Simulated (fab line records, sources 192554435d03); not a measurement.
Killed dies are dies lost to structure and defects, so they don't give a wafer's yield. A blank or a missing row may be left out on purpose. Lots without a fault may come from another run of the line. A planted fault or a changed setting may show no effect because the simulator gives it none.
Chamber matching | flow n5_finfet | N5_GATE_CUT_ETCH_58 on rie_diel-05: 4 sister chambers
The step etches SiNx in CH3F/O2, target depth 17 nm, time 128.6 s. 4 wafers are shown with their chamber, then 8 later ones without.

WAFERS WITH THEIR CHAMBER
wafer  | chamber | throttle_valve_pct (%)
L083.6 | 1       | 16.10
L082.2 | 3       | 16.73
L082.6 | 2       | 16.36
L084.3 | 0       | 16.69

WAFERS WITHOUT THEIR CHAMBER
wafer  | throttle_valve_pct (%)
L084.4 | 16.74
L084.5 | 16.74
L090.3 | 16.71
L090.4 | 16.13
L090.5 | 16.71
L091.1 | 16.38
L091.2 | 16.13
L091.5 | 16.38

WHICH CHAMBER EACH WENT THROUGH
wafer  | from the rows above     | in truth
L084.4 | can't be placed: 3 or 0 | 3
L084.5 | can't be placed: 3 or 0 | 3
L090.3 | can't be placed: 0 or 3 | 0
L090.4 | 1                       | 1
L090.5 | can't be placed: 0 or 3 | 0
L091.1 | 2                       | 2
L091.2 | 1                       | 1
L091.5 | 2                       | 2
Placed correctly: 4 of 8. Can't be placed from these rows: 4 (the true chamber is among the candidates in 4). Placed wrongly: 0.
How it was worked out, from the rows above alone: a wafer's distance from a chamber is the root of the sum, over the readings, of the square of ((its reading less the chamber's mean) divided by the reading's scatter). The wafer belongs to the nearest chamber; if the next one is less than 2 further off, it can't be placed. A chamber's mean is the mean of its shown wafers. The scatter: with one shown wafer a chamber, the root of the mean of the squares of how far each hidden wafer lies from its nearest shown one.
